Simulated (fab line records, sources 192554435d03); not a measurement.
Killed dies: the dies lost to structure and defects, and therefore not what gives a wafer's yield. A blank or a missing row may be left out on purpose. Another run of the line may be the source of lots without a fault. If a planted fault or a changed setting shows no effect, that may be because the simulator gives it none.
Problem report in the 8D (eight disciplines) form, filled by code ; flow n5Finfet ; the parts of the form that need people (team, actions taken, sign-off) are left out

1. THE PROBLEM
trenchDepthNm at N5_BEOL_M4_OCD_MEAS_38 reads a mean of 49.5 nm on 2 wafers of 2 lots; wafers without a fault read 55.5 nm with a standard deviation of 0.77. Relative to the usual mean, that is a shift of -7.9 standard deviations.
The first sign was on wafer L663.4 at day 12 09:55, on ocd-01. Wafers with a number at this step in the record: 21, from 7 lots. The rule behind "out" and "out of limits": a value lying over 4 standard deviations away from the usual mean. The other wafers with a number count as sound.

2. WHAT IT IS, AND WHAT IT ISN'T
question;is;is not
which readings at this step;trenchDepthNm;-
which lots;L663, L664;L646, L647, L652, L653, L666
which wafers of those lots;L663.4, L664.4;L663.5, L663.6, L664.1, L664.6
read on which gauges;ocd-01;ocd-02
when;from day 12 09:55;"up to then (14 sound wafers); but 5 sound wafers of L664, L666 came after"

3. THE SUSPECTS, EACH WITH WHAT RULES IT OUT
Counting: a tool at a process step up to the reading stays a suspect if it ran every lot that is out. Sound lots after the first of them don't rule it out here, since some wafers of a struck lot are sound.
- ruled out: the gauge at N5_BEOL_M4_OCD_MEAS_38. All the wafers that are out were read on ocd-01, but those of them that N5_BEOL_M4_TRENCH_ETCH_37 has rows for are out there too, on other tools.
- rieDiel-02 at N5_BEOL_M4_STRIP_36 (strips in N2/H2): kept. It ran every lot that is out, first L663 (day 12 09:43); its last sound lot up to then is L653 (day 10 06:37).
- rieDiel-02 at N5_BEOL_M4_TRENCH_ETCH_37 (etches SiOC in C4F6/O2, target depth 55.555 nm, time 29.2 s): kept. It ran every lot that is out, first L663 (day 12 09:45); its last sound lot up to then is L653 (day 10 06:40). On those wafers its own readings are out: rfFwdPowerW, rfVppV.
- rieDiel-02, N5_BEOL_M4_STRIP_36: wafers that are out in chamber 2, sound lot-mates in chambers 0, 1, 3.
- rieDiel-02, N5_BEOL_M4_TRENCH_ETCH_37: wafers that are out in chamber 2, sound lot-mates in chambers 0, 1, 3.
Left after counting: rieDiel-02 at N5_BEOL_M4_STRIP_36, rieDiel-02 at N5_BEOL_M4_TRENCH_ETCH_37.

4. THE CAUSE (what the simulator had put in)
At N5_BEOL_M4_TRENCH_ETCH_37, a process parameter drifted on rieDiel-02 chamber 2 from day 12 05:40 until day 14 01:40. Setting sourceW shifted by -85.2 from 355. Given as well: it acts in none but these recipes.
Counting left 2 suspects, and this tool is among them.

5. THE CHAIN OF EFFECTS, in route order
One row per reading whose mean, taken over the struck wafers that have a number, lies over 3 standard deviations from the usual. Readings are gone through only where the record gives a usual standard deviation; hours: the median, over the lots, of the time from a lot's start at the first step in this table giving one to that lot's start at this step; sigmas: the change measured in usual standard deviations.
hours;step;reading;usual;on struck wafers;change;sigmas
0;N5_BEOL_M4_TRENCH_ETCH_37;rfFwdPowerW;350.5 W;265.9;-84.6;-50
0;N5_BEOL_M4_TRENCH_ETCH_37;rfVppV;664 V;766;+102;+19
0;N5_BEOL_M4_OCD_MEAS_38;trenchDepthNm;55.5 nm;49.5;-6.0;-7.9
4;N5_BEOL_M4_THK_MEAS_53;M4_THK;39.9 nm;33.5;-6.4;-5.3
4;N5_BEOL_M4_RS_MEAS_58;M4_RS;0.672 ohm/sq;0.839;+0.167;+6.2
Its process steps:
- N5_BEOL_M4_TRENCH_ETCH_37: etches SiOC in C4F6/O2, target depth 55.555 nm, time 29.2 s.
Later measuring or inspecting steps at which every struck wafer that the step has a row for has a number for every such reading, and none has moved that far: N5_BEOL_M4_RC_MEAS_101.

6. WHAT WOULD HAVE CAUGHT IT SOONER
4 hours passed between the start of the fault at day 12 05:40 and the first reading out of limits at a measuring or inspecting step in this record, taken at day 12 09:55.
At N5_BEOL_M4_TRENCH_ETCH_37, the tool's own readings (rfFwdPowerW, rfVppV) were out on each struck wafer the step has a row for, so an alarm limit on them would have fired on the first such wafer.
Among the 2 lots that are out, L664 began N5_BEOL_M4_TRENCH_ETCH_37 on rieDiel-02 after day 12 09:55. Had the tool been put on hold then, it would have been spared.
